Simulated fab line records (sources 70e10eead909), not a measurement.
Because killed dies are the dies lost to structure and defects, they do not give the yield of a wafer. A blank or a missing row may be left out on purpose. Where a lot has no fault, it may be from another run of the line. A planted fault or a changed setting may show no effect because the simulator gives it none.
Chamber matching ; flow nandHarc ; NHARC_A_STAIRCASE_ETCH_444 on rieDiel-02: 4 sister chambers
The step etches the open film in C4F8/O2, target depth 20400 nm, time 6800 s. 8 wafers are shown with their chamber, then 11 later ones without.

## EACH WAFER AND ITS CHAMBER
wafer;chamber;rfVppV (V);oesProductAu (a.u.)
L082.4;3;814;0.916
L083.2;3;814;0.921
L085.1;0;800;0.907
L085.6;1;810;0.936
L088.1;0;798;0.926
L088.3;1;807;0.954
L088.4;2;801;0.927
L089.3;2;801;0.920

## WAFERS MISSING THEIR CHAMBER
wafer;rfVppV (V);oesProductAu (a.u.)
L089.4;809;0.951
L089.5;808;0.940
L093.2;813;0.936
L093.3;799;0.953
L093.6;801;0.958
L096.1;799;0.977
L096.3;808;0.992
L096.6;799;0.964
L097.2;809;0.930
L097.5;809;0.931
L097.6;799;0.925

## THE CHAMBER EACH PASSED THROUGH
wafer;from the rows above;in truth
L089.4;1;1
L089.5;1;1
L093.2;can't be placed: 3 or 1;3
L093.3;can't be placed: 2 or 0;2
L093.6;can't be placed: 2 or 0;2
L096.1;can't be placed: 2 or 0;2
L096.3;1;1
L096.6;can't be placed: 2 or 0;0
L097.2;1;1
L097.5;1;1
L097.6;can't be placed: 0 or 2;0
Placed correctly: 5 of 11. Unplaceable from these rows: 6, with the true chamber sitting among the candidates in 6. Wrongly placed: 0.
How it was worked out, from the rows above alone: a wafer's distance from a chamber is the root of the sum, over the readings, of the square of ((its reading less the chamber's mean) divided by the reading's scatter). The wafer belongs to the nearest chamber; if the next one is less than 2 further off, it can't be placed. A chamber's mean is the mean of its shown wafers. The scatter: the root of (the sum of the squares of (reading less its chamber's mean) over the shown wafers, divided by (wafers less chambers)).
